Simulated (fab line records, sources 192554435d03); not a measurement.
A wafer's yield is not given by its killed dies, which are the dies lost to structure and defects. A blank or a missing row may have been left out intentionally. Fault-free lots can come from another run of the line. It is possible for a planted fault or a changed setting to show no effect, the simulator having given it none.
Matching of chambers | flow n5Finfet | aldSin-04 running N5_GATE_CUT_SAC_CAP_01: 4 sister chambers
The step material SiNx, target thk 24 nm, pulse time 1 s, ald cycles 480. 4 wafers are shown with their chamber, then 8 later ones without.

== WAFERS PAIRED WITH THEIR CHAMBERS ==
wafer  | chamber | heaterPowerW (W)
L086.1 | 1       | 852
L086.3 | 0       | 919
L086.5 | 2       | 695
L088.1 | 3       | 854

== WAFERS WITH NO CHAMBER GIVEN ==
wafer  | heaterPowerW (W)
L088.2 | 833
L088.5 | 869
L092.1 | 723
L092.4 | 830
L092.6 | 825
L094.1 | 869
L094.2 | 845
L094.5 | 841

== EACH ONE'S CHAMBER ==
wafer  | from the rows above          | in truth
L088.2 | can't be placed: 1 or 3      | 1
L088.5 | can't be placed: 3 or 1 or 0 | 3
L092.1 | 2                            | 2
L092.4 | can't be placed: 1 or 3      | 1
L092.6 | can't be placed: 1 or 3      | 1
L094.1 | can't be placed: 3 or 1 or 0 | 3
L094.2 | can't be placed: 1 or 3      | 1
L094.5 | can't be placed: 1 or 3      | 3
Placed correctly: 1 of 8. Cannot be placed on the basis of these rows: 7; the candidates contain the true chamber in 7. Wrongly placed: 0.
How it was worked out, from the rows above alone: a wafer's distance from a chamber is the root of the sum, over the readings, of the square of ((its reading less the chamber's mean) divided by the reading's scatter). If the next closest chamber is less than 2 further off than the closest, the wafer can't be placed; otherwise it belongs to the closest. Each chamber's mean is taken over the wafers shown for it. The scatter: with one shown wafer a chamber, the root of the mean of the squares of how far each hidden wafer lies from its nearest shown one.
